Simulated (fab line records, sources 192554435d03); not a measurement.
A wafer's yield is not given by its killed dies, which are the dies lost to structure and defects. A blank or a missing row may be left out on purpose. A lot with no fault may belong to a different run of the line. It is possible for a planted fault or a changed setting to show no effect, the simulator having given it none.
fab line records | flow n5_finfet
[record] lots = 11 wafers = 29 last_day = 17
route steps=1938 shown SPACER0@260 BEOL_M4@1098 BEOL_M5@1113 PASSIVATION@1936
lots with no fault: from the same line, run without faults
start_h: hours from the record's first day to the start of the lot's first wafer shown | wait_h: hours elapsed since this lot's preceding step | " the same as in the row above | L1.1+2: several wafers, shown together as one row | - either no value or no given start | * or withheld: withheld | < > ~ a bound
route shown NAME@n: a module of which the file shows steps, and the number in the route of the first | usual: mean and standard deviation over wafers with no fault | same: alike in all rows | chamber/n: place in a boat | sites: the reading at each site | _std_site: the standard deviation of these | _edge_site: mean of outer sites minus mean of inner sites | radius_mm: for every site, how far away it sits from the centre of the wafer | mask NAME#n: copy n | behind: the last tool/chamber to shape the wafer | hold: why the lot was held/for how many hours/how that ended | device: the n, p or np transistor that did not switch | end of line: the tests these same wafers got at the end of their route | a step with no rows: only its recipe | killed: at the first sort, the dies lost to defects and structure; wafer yield is something else | map: dies across one wafer; x = killed, . = not, _ = none there
set.NAME: the setting that was run; set.NAME@STEP: the one run at that earlier step | model.NAME: the simulator's own value behind a step, which no gauge read
steps of the route over a sample of lots; a table a step, a row a wafer
services: a tool's chamber out of use, with start hour (start_h, from the record's first day; less than 0 if before it), hours out, and reason
[[steps]]
[step N5_SPACER0_ALD_08]
[recipe] material = SiNx target_thk_a = 20 temp_c = 400 ald_precursor_family = SiH2I2 ald_co_reactant = N2/H2-plasma pressure_torr = 2
[usual] heater_power_w = 848/100 susceptor_temp_C = 399.98/0.21
// columns lot.wafer tool chamber start_h wait_h heater_power_w susceptor_temp_C
L665.3 ald_sin-02 2 55.97 0.1 687 399.93
L665.4 " 3 " " 711 400.09
L665.6 " 1 " " 971 400.01
L666.3 ald_sin-03 1 61.88 0.1 843 400.16
L666.5 " 1 " " 825 400.26
L667.1 ald_sin-01 0 65.96 0.1 920 399.55
L667.4 " 1 " " 887 399.92
L667.5 " 0 " " 916 399.82
L668.1 ald_sin-02 0 72.18 0.1 795 399.87
L668.3 " 3 " " 727 399.93
L668.5 " 2 " " 689 399.93
L669.2 ald_sin-01 3 81.76 0.1 818 400.00
L669.3 " 2 " " 852 400.01
L669.6 " 2 " " 817 400.19
L671.1 ald_sin-01 3 90.35 0.1 819 399.66
L671.3 " 0 " " 930 400.31
L671.6 " 0 " " 955 400.15
L676.1 ald_sin-02 0 122.25 0.1 825 400.10
L676.3 " 1 " " 1011 400.09
L680.5 ald_sin-02 3 146.31 0.1 733 399.65
L680.6 " 0 " " 820 399.86
L681.5 ald_sin-02 3 151.86 0.1 736 399.87
L681.6 " 1 " " 990 400.31
L683.3 ald_sin-01 3 165.22 0.1 843 400.17
L683.4 " 2 " " 845 400.04
L683.6 " 0 " " 947 400.07
L687.1 ald_sin-03 3 188.34 0.1 884 399.81
L687.3 " 0 " " 1053 399.93
L687.6 " 1 " " 860 400.07
[step N5_BEOL_M4_SPUTTER_94]
[recipe] material = Cu target_thk_a = 45 temp_c = -20 chamber_pressure_pa = 0.07 power_w = withheld time_s = 8.29
[usual] susceptor_temp_C = -20.01/0.1 throttle_valve_pct = 29.8/1.1
[same] time_s = 8.29
// columns lot.wafer tool chamber start_h wait_h susceptor_temp_C throttle_valve_pct
L665.3 pvd_sputter-03 - 168.43 0.1 -19.96 28.4
L665.4 " - " " -19.97 28.7
L665.6 " - " " -19.99 28.6
L666.3 pvd_sputter-03 - 178.23 0.1 -19.90 29.8
L666.5 " - " " -20.00 28.9
L667.1 pvd_sputter-02 - 187.11 0.1 -19.89 29.6
L667.4 " - " " -19.84 31.4
L667.5 " - " " -20.14 28.6
L668.1 pvd_sputter-03 - 187.25 0.1 -20.08 31.8
L668.3 " - " " -20.02 28.4
L668.5 " - " " -20.06 31.8
L669.2 pvd_sputter-02 - 190.47 0.1 -19.97 31.5
L669.3 " - " " -19.83 28.7
L669.6 " - " " -20.02 29.8
L671.1 pvd_sputter-01 - 220.05 0.1 -19.93 29.5
L671.3 " - " " -19.93 29.9
L671.6 " - " " -20.15 29.8
L676.1 pvd_sputter-01 - 251.91 0.1 -20.11 29.4
L676.3 " - " " -19.96 29.7
L680.5 pvd_sputter-01 - 261.39 0.0 -20.05 29.6
L680.6 " - " " -20.13 29.7
L681.5 pvd_sputter-03 - 282.09 0.0 -19.99 28.8
L681.6 " - " " -19.96 28.2
L683.3 pvd_sputter-01 - 286.52 0.1 -19.95 29.9
L683.4 " - " " -19.99 31.1
L683.6 " - " " -19.85 31.1
L687.1 pvd_sputter-03 - 315.81 0.1 -20.26 31.6
L687.3 " - " " -20.00 28.7
L687.6 " - " " -19.97 28.6
[step N5_BEOL_M4_CO_CAP_55]
[recipe] material = Co target_thk_a = 20 temp_c = 200 precursor = CCTBA/H2 pressure_torr = 30 time_s = 102.1
[usual] heater_power_w = 243/29 susceptor_temp_C = 200.02/0.15
[same] time_s = 102.1
// columns lot.wafer tool chamber start_h wait_h heater_power_w susceptor_temp_C
L665.3 cvd_co-01 0 169.51 0.0 240 199.89
L665.4 " 2 " " 263 199.85
L665.6 " 0 " " 238 200.34
L666.3 cvd_co-01 0 179.32 0.0 242 200.03
L666.5 " 2 " " 253 199.89
L667.1 cvd_co-01 2 188.19 0.0 257 199.94
L667.4 " 2 " " 266 200.25
L667.5 " 1 " " 291 200.00
L668.1 cvd_co-01 0 188.34 0.0 236 200.06
L668.3 " 1 " " 287 199.89
L668.5 " 1 " " 296 199.87
L669.2 cvd_co-02 0 191.55 0.0 213 200.24
L669.3 " 2 " " 225 200.12
L669.6 " 1 " " 227 199.85
L671.1 cvd_co-01 0 221.43 0.0 240 200.28
L671.3 " 1 " " 294 200.08
L671.6 " 1 " " 301 200.16
L676.1 cvd_co-02 2 253.00 0.0 218 200.14
L676.3 " 1 " " 222 200.04
L680.5 cvd_co-01 0 262.47 0.0 240 199.78
L680.6 " 2 " " 266 199.98
L681.5 cvd_co-01 0 283.17 0.0 246 200.22
L681.6 " 1 " " 295 200.06
L683.3 cvd_co-02 1 287.60 0.0 225 200.30
L683.4 " 2 " " 222 200.39
L683.6 " 1 " " 223 200.23
L687.1 cvd_co-01 2 316.89 0.0 265 200.05
L687.3 " 1 " " 294 200.01
L687.6 " 1 " " 299 199.95
[step N5_BEOL_M4_RC_MEAS_101]
[usual] DIBL_N = 37.5/2.5 DIBL_P = 38/3.1 IOFF_N = 0.19/0.059 IOFF_P = 0.24/0.061 ION_N = 679/16 ION_P = 465/9.8 REXT_N = 75.6/1.8 REXT_P = 101.0/2.9 SS_N = 72.0/0.8 SS_P = 73.7/0.86 VT_N = 248/4.5 VT_N_LVT = 97/4.4 VT_P = -249/3.5 VT_P_LVT = -97/3.3
// columns lot.wafer tool chamber start_h wait_h DIBL_N[mV/V] DIBL_P[mV/V] IOFF_N[nA/um] IOFF_P[nA/um] ION_N[uA/um] ION_P[uA/um] REXT_N[ohm.um] REXT_P[ohm.um] SS_N[mV/dec] SS_P[mV/dec] VT_N[mV] VT_N_LVT[mV] VT_P[mV] VT_P_LVT[mV]
L665.3 prober-02 0 170.07 0.3 37.3 38 0.18 0.23 677 459 74.2 102.1 72.0 73.5 250 100 -250 -98
L665.4 " 0 " " 37.3 40 0.19 0.27 675 465 73.6 100.1 72.5 74.2 248 99 -248 -95
L665.6 " 0 " " 37.4 38 0.18 0.22 676 460 73.9 103.0 72.6 73.8 255 102 -252 -99
L666.3 prober-02 0 179.86 0.3 37.4 40 0.18 0.24 675 466 78.7 99.9 71.5 73.8 248 96 -248 -98
L666.5 " 0 " " 35.7 38 0.14 0.19 666 463 75.3 97.9 71.5 73.9 254 101 -252 -101
L667.1 prober-01 0 188.43 0.0 35.7 36 0.15 0.19 673 458 76.7 107.8 71.9 72.4 253 99 -250 -98
L667.4 " 0 " " 33.3 34 0.11 0.17 651 455 78.3 107.1 70.6 71.8 255 103 -253 -100
L667.5 " 0 " " 37.1 38 0.18 0.24 669 461 76.7 106.4 71.6 73.8 248 95 -249 -95
L668.1 prober-02 0 188.58 0.0 37.5 38 0.19 0.24 679 463 74.1 102.4 71.3 73.4 249 95 -248 -94
L668.3 " 0 " " 41.0 43 0.31 0.37 711 480 77.0 104.1 72.8 75.0 238 85 -242 -89
L668.5 " 0 " " 37.7 38 0.18 0.25 683 469 77.0 103.3 72.1 73.4 248 95 -247 -93
L669.2 prober-02 0 191.94 0.2 31.0 28 0.08 0.12 644 452 75.0 99.5 70.6 70.8 259 107 -255 -103
L669.3 " 0 " " 33.5 33 0.12 0.18 679 467 76.5 99.0 69.8 72.5 253 100 -251 -99
L669.6 " 0 " " 33.7 35 0.13 0.19 672 462 77.1 100.8 70.2 73.0 250 97 -250 -99
L671.1 prober-02 0 221.67 0.0 35.9 37 0.16 0.20 667 459 73.7 104.9 72.3 73.8 251 100 -252 -99
L671.3 " 0 " " 37.2 37 0.19 0.20 680 461 73.2 105.6 72.0 73.0 249 99 -251 -100
L671.6 " 0 " " 33.6 34 0.11 0.17 659 451 73.2 103.4 70.9 73.0 255 105 -254 -103
L676.1 prober-02 0 253.23 0.0 28.2 29 0.07 0.08 596 403 96.1 128.3 69.8 72.1 262 111 -269 -115
L676.3 " 0 " " 34.5 34 0.14 0.17 672 453 74.6 99.1 71.0 72.5 248 96 -255 -101
L680.5 prober-02 0 263.29 0.6 29.5 32 0.07 0.09 615 420 96.1 132.1 70.6 72.7 264 113 -267 -114
L680.6 " 0 " " 37.9 40 0.19 0.24 689 471 74.3 101.5 72.1 74.0 248 97 -248 -98
L681.5 prober-01 0 283.99 0.6 30.8 31 0.08 0.09 600 407 104.4 130.9 70.5 72.6 263 109 -269 -114
L681.6 " 0 " " 34.4 34 0.12 0.16 658 449 79.1 100.5 71.9 72.4 255 102 -254 -102
L683.3 prober-02 0 288.15 0.3 37.6 37 0.19 0.24 683 463 75.0 96.1 72.1 73.9 249 93 -249 -96
L683.4 " 0 " " 35.7 34 0.16 0.21 667 462 73.8 94.9 71.5 73.3 249 96 -250 -97
L683.6 " 0 " " 37.4 36 0.20 0.24 685 466 73.6 95.7 72.0 73.8 244 94 -250 -94
L687.1 prober-02 0 317.13 0.0 36.5 37 0.18 0.22 681 462 72.5 101.8 72.6 73.0 250 96 -249 -97
L687.3 " 0 " " 36.5 39 0.19 0.27 690 476 74.0 98.5 72.7 74.0 247 95 -247 -93
L687.6 " 0 " " 36.0 37 0.15 0.20 677 461 71.6 99.6 72.3 73.7 253 100 -253 -100
[step N5_BEOL_M5_CURE_79]
[recipe] temp_c = 385 time_s = 240 ambient = He/Ar material = SiCOH_lowk
[usual] lamp_power_pct = 52.31/0.056 wafer_temp_C_max = 386.7/0.61
[same] time_s = 240
// columns lot.wafer tool chamber start_h wait_h lamp_power_pct wafer_temp_C_max
L665.3 uv_cure-03 2 170.94 0.2 52.49 386.4
L665.4 " 2 " " 52.27 386.2
L665.6 " 2 " " 52.29 385.9
L666.3 uv_cure-01 0 180.90 0.4 52.33 386.4
L666.5 " 0 " " 52.33 387.2
L667.1 uv_cure-03 1 189.45 0.0 52.33 386.1
L667.4 " 1 " " 52.33 386.1
L667.5 " 1 " " 52.40 385.6
L668.1 uv_cure-02 0 189.60 0.0 52.24 386.9
L668.3 " 0 " " 52.28 387.2
L668.5 " 0 " " 52.36 388.3
L669.2 uv_cure-03 1 192.89 0.1 52.34 386.0
L669.3 " 1 " " 52.25 385.7
L669.6 " 1 " " 52.31 386.2
L671.1 uv_cure-03 0 222.69 0.0 52.36 388.2
L671.3 " 0 " " 52.30 388.0
L671.6 " 0 " " 52.29 387.2
L676.1 uv_cure-02 1 254.26 0.0 52.34 386.8
L676.3 " 1 " " 52.22 386.3
L680.5 uv_cure-01 2 264.01 0.3 52.34 387.2
L680.6 " 2 " " 52.46 386.8
L681.5 uv_cure-01 2 284.71 0.3 52.28 387.4
L681.6 " 2 " " 52.32 387.6
L683.3 uv_cure-03 2 289.02 0.2 52.34 386.2
L683.4 " 2 " " 52.39 385.7
L683.6 " 2 " " 52.23 385.9
L687.1 uv_cure-02 1 318.15 0.0 52.25 386.5
L687.3 " 1 " " 52.26 386.8
L687.6 " 1 " " 52.23 386.9
[step N5_PASSIVATION_PROBE_49]
[usual] defect_limited_yield = 91.0/1.4 killed_at_M0_to_M3 = 35/10 killed_at_M4_up = 14/5.5 killed_at_contacts = 13/5.6 killed_at_front_end = 41/11 killed_at_other = 4/3.4 killed_dies = 106/16 killed_open = 68/12 killed_short = 35/7.3 sort_bin_4_leakage = 0.3/2.1 sort_bin_5_function = 5.3/0.89 sort_bin_6_memory = 3.4/0.67 sort_bin_8_speed = 0.01/0.11 sort_n_pass = 1070/28 sort_yield_pct = 90.7/2.4
[same] gross_dies = 1180 killed_at_back_side = 0
// columns lot.wafer tool chamber start_h wait_h defect_limited_yield[%] killed_at_M0_to_M3 killed_at_M4_up killed_at_contacts killed_at_front_end killed_at_other killed_dies killed_open killed_short sort_bin_4_leakage[%] sort_bin_5_function[%] sort_bin_6_memory[%] sort_bin_8_speed[%] sort_n_pass sort_yield_pct[%]
L671.1 prober-01 - 319.95 0.0 91.9 54 6 5 24 6 95 57 29 0 4.7 2.9 0 1085 91.9
L676.1 prober-02 - 376.48 0.0 90.9 43 8 8 47 1 107 77 27 0 5.0 3.9 90.93 0 0
L676.3 prober-02 - 376.58 0.1 93.9 20 8 19 22 3 72 56 14 0 3.6 2.3 0 1108 93.9
L680.5 prober-02 - 380.76 0.2 89.8 56 13 16 31 4 120 74 39 0 5.8 3.5 85.42 52 4.4
L680.6 prober-02 - 380.81 0.3 90.3 37 22 17 36 3 115 72 37 0 5.6 4.0 0 1065 90.3
L681.5 prober-02 - 397.80 0.2 91.4 36 10 11 37 8 102 63 36 0 4.9 3.6 91.36 0 0
L681.6 prober-02 - 397.85 0.3 92.5 38 9 10 28 4 89 53 35 0 3.5 3.9 0 1091 92.5
L687.1 prober-02 - 419.53 0.0 92.7 28 13 13 31 1 86 54 30 0 4.1 3.1 0 1094 92.7
L687.3 prober-02 - 419.63 0.1 90.0 32 16 28 37 5 118 73 42 0 5.8 3.7 0 1062 90.0
L687.6 prober-02 - 419.78 0.3 91.9 28 21 8 34 4 95 67 27 0 4.7 2.9 0 1085 91.9
// killed by level:class
L671.1 BEOL_M0_SAQP:geometric_particle:short=13 BEOL_M3:geometric_particle:open=8 DUMMY_GATE:geometric_particle:open=7 BEOL_M0_SAQP:geometric_particle:open=7 BEOL_M1:geometric_particle:open=6 BEOL_M2:geometric_particle:open=5 BEOL_M2:area_expose=4 FIN_SAQP:geometric_particle:open=3
L676.1 STI_FIN_REVEAL:geometric_particle:open=19 BEOL_M3:geometric_particle:open=12 BEOL_M2:geometric_particle:open=11 BEOL_M1:geometric_particle:open=8 MOL_CONTACT_COAG:geometric_particle:open=5 STI_FIN_REVEAL:geometric_particle:short=4 GATE_CUT:geometric_particle:short=4 FIN_SAQP:geometric_particle:short=3
L676.3 MOL_CONTACT_COAG:geometric_particle:open=16 STI_FIN_REVEAL:geometric_particle:open=7 BEOL_M1:geometric_particle:open=5 BEOL_M0_SAQP:geometric_particle:open=4 BEOL_M0:geometric_particle:open=4 BEOL_M3:geometric_particle:open=4 FIN_SAQP:geometric_particle:open=3 BEOL_M0_SAQP:geometric_particle:short=3
L680.5 BEOL_M0_SAQP:geometric_particle:short=20 MOL_CONTACT_COAG:geometric_particle:open=14 BEOL_M0_SAQP:geometric_particle:open=13 BEOL_M4:geometric_particle:open=7 BEOL_M1:geometric_particle:open=7 BEOL_M2:geometric_particle:open=7 DUMMY_GATE:geometric_particle:open=5 HKMG_FIN:area_etch=5
L680.6 MOL_CONTACT_COAG:geometric_particle:open=15 BEOL_M0_SAQP:geometric_particle:open=11 BEOL_M2:geometric_particle:open=9 FIN_SAQP:geometric_particle:short=8 BEOL_M0_SAQP:geometric_particle:short=8 BEOL_M4:geometric_particle:open=7 STI_FIN_REVEAL:geometric_particle:open=6 FIN_SAQP:geometric_particle:open=4
L681.5 BEOL_M1:geometric_particle:open=10 BEOL_M3:geometric_particle:open=8 MOL_CONTACT_COAG:geometric_particle:open=8 STI_FIN_REVEAL:geometric_particle:open=7 FIN_SAQP:geometric_particle:short=5 STI_FIN_REVEAL:geometric_particle:short=4 SPACER0:geometric_particle:open=4 BEOL_M0_SAQP:geometric_particle:short=4
L681.6 BEOL_M0_SAQP:geometric_particle:short=12 BEOL_M2:geometric_particle:open=8 MOL_CONTACT_COAG:geometric_particle:open=7 BEOL_M1:geometric_particle:open=7 BEOL_M0_SAQP:geometric_particle:open=6 DUMMY_GATE:geometric_particle:open=5 FIN_SAQP:geometric_particle:open=4 GATE_CUT:geometric_particle:short=4
L687.1 BEOL_M1:geometric_particle:open=11 DUMMY_GATE:geometric_particle:open=8 FIN_SAQP:geometric_particle:short=7 MOL_CONTACT_COAG:geometric_particle:open=7 STI_FIN_REVEAL:geometric_particle:open=5 MOL_CONTACT_COAG:geometric_particle:short=5 BEOL_M0_SAQP:geometric_particle:open=5 BEOL_M1:geometric_particle:short=4
L687.3 MOL_CONTACT_COAG:geometric_particle:open=22 BEOL_M0_SAQP:geometric_particle:short=11 FIN_SAQP:geometric_particle:short=9 BEOL_M4:geometric_particle:open=8 DUMMY_GATE:geometric_particle:open=7 BEOL_M0_SAQP:geometric_particle:open=7 FIN_SAQP:geometric_particle:open=6 MOL_CONTACT_COAG:geometric_particle:short=5
L687.6 BEOL_M4:geometric_particle:open=9 DUMMY_GATE:geometric_particle:open=8 STI_FIN_REVEAL:geometric_particle:open=7 MOL_CONTACT_COAG:geometric_particle:open=6 BEOL_M0_SAQP:geometric_particle:short=5 BEOL_M1:geometric_particle:open=5 BEOL_M2:geometric_particle:open=5 BEOL_M3:geometric_particle:open=5
[[services]]
// columns tool chamber start_h hours kind
cvd_co-02 - 32.09 2.8 pm
uv_cure-02 - 56.19 9.2 pm
cvd_co-01 - 56.54 14.6 pm
uv_cure-01 - 117.39 2.8 pm
pvd_sputter-01 - 133.40 2.5 repair
ald_sin-02 2 140.54 34.7 repair
uv_cure-01 - 148.51 2.1 pm
uv_cure-02 - 154.23 1.0 pm
uv_cure-03 - 154.30 2.1 pm
uv_cure-01 - 157.08 7.5 pm
cvd_co-01 - 163.02 0.8 repair
ald_sin-01 3 170.45 13.0 repair
ald_sin-02 - 187.18 6.0 pm
ald_sin-01 2 205.75 6.1 repair
ald_sin-01 1 221.23 11.0 repair
uv_cure-03 - 225.12 2.8 pm
ald_sin-02 - 234.64 0.5 repair
uv_cure-03 - 247.76 1.0 pm
ald_sin-02 - 269.41 14.0 pm
ald_sin-01 0 285.58 6.3 repair
cvd_co-02 - 302.30 0.5 repair
cvd_co-01 - 305.44 6.9 pm
pvd_sputter-03 - 316.53 4.6 repair
ald_sin-02 - 318.02 1.3 repair
[[key]]
[first_sign] step = N5_BEOL_M4_RC_MEAS_101 reading = REXT_N direction = up sigmas = 13 usual = 75.6 struck = 98.9
[effect] step = N5_BEOL_M4_RC_MEAS_101 reading = REXT_P direction = up sigmas = 10 usual = 101.0 struck = 130.4
[effect] step = N5_BEOL_M4_RC_MEAS_101 reading = VT_P direction = down sigmas = 5.7 usual = -249 struck = -268
[effect] step = N5_BEOL_M4_RC_MEAS_101 reading = ION_P direction = down sigmas = 5.6 usual = 465 struck = 410
[effect] step = N5_BEOL_M4_RC_MEAS_101 reading = VT_P_LVT direction = down sigmas = 5.4 usual = -97 struck = -115
[effect] step = N5_BEOL_M4_RC_MEAS_101 reading = ION_N direction = down sigmas = 4.7 usual = 679 struck = 604
[effect] step = N5_BEOL_M4_RC_MEAS_101 reading = VT_N direction = up sigmas = 3.3 usual = 248 struck = 263
[effect] step = N5_BEOL_M4_RC_MEAS_101 reading = VT_N_LVT direction = up sigmas = 3.2 usual = 97 struck = 111
[effect] step = N5_BEOL_M4_RC_MEAS_101 reading = DIBL_N direction = down sigmas = 3.2 usual = 37.5 struck = 29.5
[effect] step = N5_BEOL_M4_RC_MEAS_101 reading = DIBL_P direction = down sigmas = 2.4 usual = 38 struck = 31
[effect] step = N5_BEOL_M4_RC_MEAS_101 reading = SS_N direction = down sigmas = 2.1 usual = 72.0 struck = 70.3 wafers_moved = 1
[effect] step = N5_PASSIVATION_PROBE_49 reading = sort_bin_8_speed direction = up sigmas = 99+ usual = 0.01 struck = 89.24
met_at N5_SPACER0_ALD_08
struck_lots L676,L680,L681
struck_wafers L676.1,L680.5,L681.5
not_acting_at N5_BEOL_M4_SPUTTER_94,N5_BEOL_M4_CO_CAP_55,N5_BEOL_M5_CURE_79
onset_between 72.18 122.25
[fault] kind = process_parameter_drift tool = ald_sin-02 chamber = - onset_h = 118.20 steps = N5_SPACER0_ALD_08 channel = target_thk_a offset = * shape = step end_h = 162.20 scope = struck_wafers_only acts_in = * stated = *
